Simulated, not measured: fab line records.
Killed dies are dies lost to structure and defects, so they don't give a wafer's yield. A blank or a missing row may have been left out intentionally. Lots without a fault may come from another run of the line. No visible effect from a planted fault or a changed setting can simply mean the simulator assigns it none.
2 desks, one fault :: flow n5Finfet :: each desk holds nothing but its own numbers, with what lay behind them at the end

== METROLOGY DESK ==
Lot by lot, what the gauges showed, no matter which tool ran the lot: averages of those sampled wafers that carry a number. The brackets show how far a lot's mean lies from the usual mean; more than 4 standard deviations puts the lot out of limits, marked OUT. It has 12 readings; the 7 that lie furthest out on some lot are the ones shown.
Columns: A = DIBL_N at N5_BEOL_M4_RC_MEAS_101, usual 35.7 mV/V; B = DIBL_P at N5_BEOL_M4_RC_MEAS_101, usual 35.4 mV/V; C = IOFF_N at N5_BEOL_M4_RC_MEAS_101, usual 0.152 nA/um; D = ION_N at N5_BEOL_M4_RC_MEAS_101, usual 672 uA/um; E = SS_N at N5_BEOL_M4_RC_MEAS_101, usual 71.4 mV/dec; F = VT_N at N5_BEOL_M4_RC_MEAS_101, usual 251 mV; G = VT_P at N5_BEOL_M4_RC_MEAS_101, usual -251 mV
lot: L468
first seen here: day 7 15:35
A: 36.2
B: 37.2
C: 0.178
D: 683
E: 71.4
F: 250
G: -254

lot: L472
first seen here: day 8 18:37
A: 34.4
B: 33.0
C: 0.124
D: 667
E: 71.7
F: 255
G: -252

lot: L475
first seen here: day 9 09:31
A: 37.2
B: 35.9
C: 0.191
D: 677
E: 71.6
F: 244
G: -246

lot: L485
first seen here: day 11 11:22
A: 35.4
B: 35.1
C: 0.139
D: 676
E: 70.9
F: 251
G: -253

lot: L486
first seen here: day 12 03:26
A: 36.2
B: 36.5
C: 0.148
D: 675
E: 71.0
F: 251
G: -253

lot: L487
first seen here: day 12 18:48
A: 32.8
B: 31.6
C: 0.101
D: 660
E: 70.5
F: 257
G: -252
This desk's finding: nothing out of limits on any of the 6 lots.

== FOR THE TOOL OWNER'S DESK: pecvd-04 ==
The tool's own readings at N5_BEOL_M1_DEP_57 (deposits SiCN from 3MS/NH3, target thk 8 nm, time 14 s): means of the sampled wafers that have a number, for each lot that ran on this tool. The brackets show how far a lot's mean lies from the usual mean; more than 4 standard deviations puts the lot out of limits, marked OUT.
Columns: A = showerheadPlenumPTorr at N5_BEOL_M1_DEP_57, usual 3.662 Torr; B = throttleValvePct at N5_BEOL_M1_DEP_57, usual 9.0 %
lot: L468
first seen here: day 7 15:46
A: 3.671
B: 9.1

lot: L472
first seen here: day 8 18:48
A: 3.662
B: 8.9

lot: L475
first seen here: day 9 09:44
A: 3.657
B: 9.1
This desk's finding: nothing out of limits on any of the 3 lots.

== TAKEN TOGETHER ==
From the metrology desk's view, nothing was out of limits.
The tool owner's desk saw nothing out of limits.

== WHAT HAD BEEN PUT IN BY THE SIMULATOR ==
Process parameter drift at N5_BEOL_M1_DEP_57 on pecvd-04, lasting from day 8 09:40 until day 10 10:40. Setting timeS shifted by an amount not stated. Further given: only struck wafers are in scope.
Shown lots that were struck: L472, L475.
